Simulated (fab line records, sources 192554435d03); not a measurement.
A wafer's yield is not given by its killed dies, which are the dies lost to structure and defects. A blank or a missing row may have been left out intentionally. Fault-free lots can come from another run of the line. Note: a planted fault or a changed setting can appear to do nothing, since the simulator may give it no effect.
Lot-split experiment | flow n5Finfet | route with 1938 steps; 7 lots, 21 wafers read

ON THE SPLIT
At N5_GATE_CUT_DESCUM_18 (chemistry O2, time 7 s), the setting timeS was moved away from the recipe's 7 s on 7 of the 21 wafers read, by -16.1% to +21.3%. This setting was run at the recipe's value on the other wafers.

FROM SPLIT TO READING: 1 step shown by the file between the two
- N5_GATE_CUT_ETCH_28: etches underlayer in N2/H2, target depth 13 nm, time 10.4 s

THE READING
CAR-EUV_of_GATE_CUT_COAT_07.thkNm (the simulator's own value, which no gauge read), in nm, at N5_GATE_CUT_ETCH_36 (etches SiARC in CF4, target depth 13 nm, time 21.7 s). The file does not state a usual value for it. Here, 14 wafers ran the recipe; their average is 7.0 nm with a standard deviation of 0.15 nm.

wafer  | tool, chamber at the split | timeS as run, s | against the recipe | CAR-EUV_of_GATE_CUT_COAT_07.thkNm, nm | against lot-mates on the recipe
L075.1 | rieDiel-06, 2              | 8.488           | +21.3%             | 6.2                                   | -0.7
L075.3 | rieDiel-06, 1              | 7               | recipe             | 6.8                                   | -
L075.5 | rieDiel-06, 2              | 7               | recipe             | 7                                     | -
L082.1 | rieDiel-06, 2,3            | 7               | recipe             | 7.2                                   | -
L082.2 | rieDiel-06, 2,3            | 7               | recipe             | 7.2                                   | -
L082.6 | rieDiel-06, 1              | 7               | recipe             | 7.2                                   | -
L083.1 | rieDiel-01, 2,3            | 7               | recipe             | 7.2                                   | -
L083.3 | rieDiel-01, 2,3            | 7               | recipe             | 7                                     | -
L083.4 | rieDiel-01, 1              | 7               | recipe             | 7                                     | -
L087.1 | rieDiel-05, 3              | 7               | recipe             | 6.8                                   | -
L087.2 | rieDiel-05, 2              | 6.572           | -6.1%              | 7                                     | +0.2
L087.4 | rieDiel-05, 1              | 7               | recipe             | 6.8                                   | -
L093.3 | rieDiel-05, 2              | 6.542           | -6.5%              | 7.4                                   | +0.4
L093.5 | rieDiel-05, 2              | 7               | recipe             | 7                                     | -
L093.6 | rieDiel-05, 3              | 6.542           | -6.5%              | 7.4                                   | +0.4
L095.2 | rieDiel-01, 3              | 7.921           | +13.2%             | 6.2                                   | -0.8
L095.4 | rieDiel-01, 2,0            | 7               | recipe             | 7                                     | -
L095.6 | rieDiel-01, 2,0            | 7               | recipe             | 7                                     | -
L096.1 | rieDiel-01, 0              | 5.87            | -16.1%             | 7.6                                   | +0.8
L096.3 | rieDiel-01, 2              | 5.87            | -16.1%             | 7.4                                   | +0.6
L096.6 | rieDiel-01, 2              | 7               | recipe             | 6.8                                   | -
If several chambers appear in one row, that row covers several wafers at once and the file leaves open which wafer was in which chamber.

FIT RESULTS
A straight line over all 21 wafers: CAR-EUV_of_GATE_CUT_COAT_07.thkNm changes by -0.0388 nm for each +1% of timeS; r = -0.88; the points scatter about the line by 0.17 nm.
The same after taking each lot's own level away (the mean of its wafers on the recipe; 21 wafers): -0.0428 nm for each +1%; r = -0.96; scatter 0.1 nm.
According to that fit, moving timeS by its largest amount changes the reading by 0.91 nm.
Across the lots, their own levels run from 6.80 to 7.20 nm, a range of 2.6 times the standard deviation given above.
Hence the lot-to-lot level has little effect on the slope; both slopes agree.
Check: for one of the wafers moved furthest among these (+21.3%), held out of the fit, the line's prediction against its lot-mates is -1.06 nm. It came out at -0.7 nm against them.

THE WHOLE CHAIN: every reading that the file lists as answering this split, in the file's order
step                  | what it does                                         | reading                                                                            | change (the file's fit)                | r (the file's)
N5_GATE_CUT_DESCUM_18 | chemistry O2, time 7 s                               | CAR-EUV_of_GATE_CUT_COAT_07.thkNm (the simulator's own value, which no gauge read) | -0.0368 nm for each +1% of the setting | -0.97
N5_GATE_CUT_ETCH_36   | etches SiARC in CF4, target depth 13 nm, time 21.7 s | CAR-EUV_of_GATE_CUT_COAT_07.thkNm (the simulator's own value, which no gauge read) | -0.042 nm for each +1% of the setting  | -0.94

FILE'S OWN FIT
CAR-EUV_of_GATE_CUT_COAT_07.thkNm changes by -0.042 nm for each +1% of timeS, r = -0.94.
